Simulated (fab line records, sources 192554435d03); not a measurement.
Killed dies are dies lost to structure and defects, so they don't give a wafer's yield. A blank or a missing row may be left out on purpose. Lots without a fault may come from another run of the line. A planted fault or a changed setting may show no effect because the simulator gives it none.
Split-lot experiment | flow n5_finfet | 7 lots, 21 wafers read, on a route of 1938 steps

THE SPLIT
At N5_BEOL_M1_COAT_61 (time 60 s, resist thk 60 nm), the setting spin_rpm was moved away from the recipe's 1500 rpm on 7 of the 21 wafers read, by -3.7% to +10.3%. The other wafers ran this setting at the recipe's value.

FROM THE SPLIT TO THE READING: what the file shows between them, 4 steps
- N5_BEOL_M1_COAT_62: time 60 s, resist thk 12 nm
- N5_BEOL_M1_COAT_73: time 60 s, resist thk 5 nm
- N5_BEOL_M1_ETCH_74: etches underlayer in N2/H2, target depth 6.5 nm, time 5.2 s
- N5_BEOL_M1_ETCH_63: etches SiARC in CF4, target depth 15.6 nm, time 26 s

THE READING
etch.depth_nm (the simulator's own value, which no gauge read), in nm, at N5_BEOL_M1_ETCH_64 (etches SOC in N2/H2, target depth 75 nm, overetch 15 nm, time 112.5 s). The file gives no usual value for it. The 14 wafers here that ran the recipe average 59.98 nm, standard deviation 0.099 nm.

wafer  | tool, chamber at the split | spin_rpm as run, rpm | against the recipe | etch.depth_nm, nm | against lot-mates on the recipe
L074.2 | litho_track-01, 0          | 1616                 | +7.7%              | 58.1              | -2.06
L074.4 | litho_track-01, 0          | 1616                 | +7.7%              | 57.86             | -2.30
L074.6 | litho_track-01, 0          | 1500                 | recipe             | 60.16             | -
L078.1 | litho_track-03, 0          | 1500                 | recipe             | 59.85             | -
L078.2 | litho_track-03, 0          | 1500                 | recipe             | 59.94             | -
L078.3 | litho_track-03, 0          | 1500                 | recipe             | 59.96             | -
L080.2 | litho_track-03, 0          | 1500                 | recipe             | 59.87             | -
L080.3 | litho_track-03, 0          | 1500                 | recipe             | 59.86             | -
L080.6 | litho_track-03, 0          | 1500                 | recipe             | 59.86             | -
L089.1 | litho_track-03, 0          | 1444                 | -3.7%              | 61.05             | +1.08
L089.4 | litho_track-03, 0          | 1500                 | recipe             | 59.97             | -
L089.6 | litho_track-03, 0          | 1444                 | -3.7%              | 61.02             | +1.05
L093.3 | litho_track-03, 0          | 1636                 | +9.1%              | 57.41             | -2.68
L093.4 | litho_track-03, 0          | 1500                 | recipe             | 60.09             | -
L093.6 | litho_track-03, 0          | 1636                 | +9.1%              | 57.58             | -2.51
L094.1 | litho_track-04, 0          | 1500                 | recipe             | 60.04             | -
L094.3 | litho_track-04, 0          | 1655                 | +10.3%             | 57.24             | -2.84
L094.4 | litho_track-04, 0          | 1500                 | recipe             | 60.11             | -
L095.1 | litho_track-04, 0          | 1500                 | recipe             | 60.07             | -
L095.4 | litho_track-04, 0          | 1500                 | recipe             | 59.96             | -
L095.5 | litho_track-04, 0          | 1500                 | recipe             | 60.05             | -

THE FIT
A straight line over all 21 wafers: etch.depth_nm changes by -0.269 nm for each +1% of spin_rpm; r = -1.00; the points scatter about the line by 0.1 nm.
The same after taking each lot's own level away (the mean of its wafers on the recipe; 21 wafers): -0.282 nm for each +1%; r = -1.00; scatter 0.06 nm.
On that fit, the largest move of spin_rpm shifts the reading by 2.9 nm.
The lots' own levels span 59.863 to 60.160 nm, that is 3.0 times the standard deviation above.
So the lot-to-lot level changes the slope little: the two slopes agree.
Check: with one of the wafers moved furthest among these (+10.3%) left out of the fit, the line predicts -2.94 nm for it against its lot-mates. It came out at -2.84 nm against them.

OTHER SPLITS ON THESE WAFERS
These wafers also went through other splits before the reading. Each is held against what the fit with the lots' levels taken away leaves over:
other split on the same wafers          | wafers away from the commonest value | r with etch.depth_nm (lot level and that fit taken away)
N5_MOL_CONTACT_COAG_EXPOSE_81 dose_mj   | 5                                    | +0.17
N5_MOL_CONTACT_COAG_ALD_133 ald_cycles  | 10                                   | -0.06
N5_MOL_CONTACT_COAG_VIA_ETCH_117 bias_w | 10                                   | +0.11
N5_BEOL_M1_PECVD_72 temp_c              | 10                                   | +0.16

THE WHOLE CHAIN: every reading that the file lists as answering this split, in the file's order
step               | what it does                                                          | reading                                                                        | change (the file's fit)               | r (the file's)
N5_BEOL_M1_COAT_61 | time 60 s, resist thk 60 nm                                           | SOC_of_BEOL_M1_COAT_61.thk_nm (the simulator's own value, which no gauge read) | -0.279 nm for each +1% of the setting | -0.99
N5_BEOL_M1_ETCH_64 | etches SOC in N2/H2, target depth 75 nm, overetch 15 nm, time 112.5 s | etch.depth_nm (the simulator's own value, which no gauge read)                 | -0.281 nm for each +1% of the setting | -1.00

THE FILE'S OWN FIT
etch.depth_nm changes by -0.281 nm for each +1% of spin_rpm, r = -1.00.
